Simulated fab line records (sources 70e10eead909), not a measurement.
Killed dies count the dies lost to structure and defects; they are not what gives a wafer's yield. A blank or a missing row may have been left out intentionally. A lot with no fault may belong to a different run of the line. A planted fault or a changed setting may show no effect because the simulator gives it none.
Which tool did it?	flow nand_harc	12 lots with 36 wafers sampled at 3 steps, on a route of 1159 steps

## WHAT EACH GAUGE READ, for each wafer
NHARC_P_GATE_CD_MEAS_26 targets a cd of 120 nm.
lot	measured	on	cd_nm (nm)
L075	day 4 23:10	cd_sem-03	120.7 119.6 120.0
L077	day 5 11:47	cd_sem-02	120.6 120.0 120.5
L079	day 6 06:45	cd_sem-03	120.3 119.7 120.7
L081	day 6 13:56	cd_sem-03	120.9 120.2 120.5
L083	day 6 21:07	cd_sem-01	121.2 121.0 119.5
L085	day 7 23:59	cd_sem-02	119.4 120.4 119.5
L087	day 8 00:09	cd_sem-03	118.9 119.8 119.8
L089	day 8 10:07	cd_sem-03	120.3 120.6 119.8
L091	day 9 01:30	cd_sem-03	120.8 119.9 120.5
L093	day 9 11:16	cd_sem-03	120.8 120.0 119.6
L095	day 9 22:24	cd_sem-01	119.9 119.2 119.1
L097	day 10 13:02	cd_sem-03	120.3 119.6 120.6

## WHICH TOOL RAN EACH LOT (tool, then ch and the chambers of the sampled wafers, then the start)
lot	NHARC_P_ZERO_WELL_DESCUM_13	NHARC_P_ZERO_WELL_ETCH_65
L075	rie_diel-06 ch 0,1,3, day 1 19:17	rie_diel-06 ch 0,2,3, day 1 19:22
L077	rie_diel-06 ch 1,3, day 2 07:25	rie_diel-06 ch 0,2,3, day 2 07:30
L079	rie_diel-04 ch 0,1,2, day 2 19:24	rie_diel-04 ch 1,2,3, day 2 19:29
L081	rie_diel-04 ch 0,2,3, day 3 07:24	rie_diel-04 ch 0,1,2, day 3 07:29
L083	rie_diel-07 ch 0,1,3, day 3 19:23	rie_diel-07 ch 0,1,2, day 3 19:29
L085	rie_diel-07 ch 0,1,3, day 4 07:26	rie_diel-07 ch 0,2,3, day 4 07:32
L087	rie_diel-07 ch 0,1,3, day 4 19:25	rie_diel-07 ch 0,2,3, day 4 19:29
L089	rie_diel-04 ch 0,1,3, day 5 07:17	rie_diel-04 ch 0,1, day 5 07:22
L091	rie_diel-07 ch 1,2,3, day 5 19:25	rie_diel-07 ch 1,2, day 5 19:29
L093	rie_diel-06 ch 0,2,3, day 6 07:16	rie_diel-06 ch 1,2,3, day 6 07:22
L095	rie_diel-07 ch 0,2,3, day 6 19:24	rie_diel-07 ch 0,1,3, day 6 19:29
L097	rie_diel-04 ch 1,2,3, day 7 07:29	rie_diel-04 ch 0,2,3, day 7 07:35
- NHARC_P_ZERO_WELL_DESCUM_13: chemistry O2, time 3 s.
- NHARC_P_ZERO_WELL_ETCH_65: etches the open film in N2/H2, target depth 80 nm, overetch 24 nm, time 87.88 s.

## THE ANSWER, worked out from the rows above alone
Rule: the usual values come from the lots themselves. The widest of any qualifying gaps counts: lots, ordered by their means at a reading, are off when they make up no more than a third of the lots, leave a main group of 4 or more, and stand apart from it by 3 or more times the standard deviation of that group's means. A main group is skipped when, at the precision printed for the reading in the tables above, its means are all equal. A lot without any number at a reading at which 4 lots or more have one is off too. All remaining lots with rows at the step are treated as sound.
Across all readings shown, no lot is off: no conclusion can be drawn from this.

## WHAT THE SIMULATOR PUT IN
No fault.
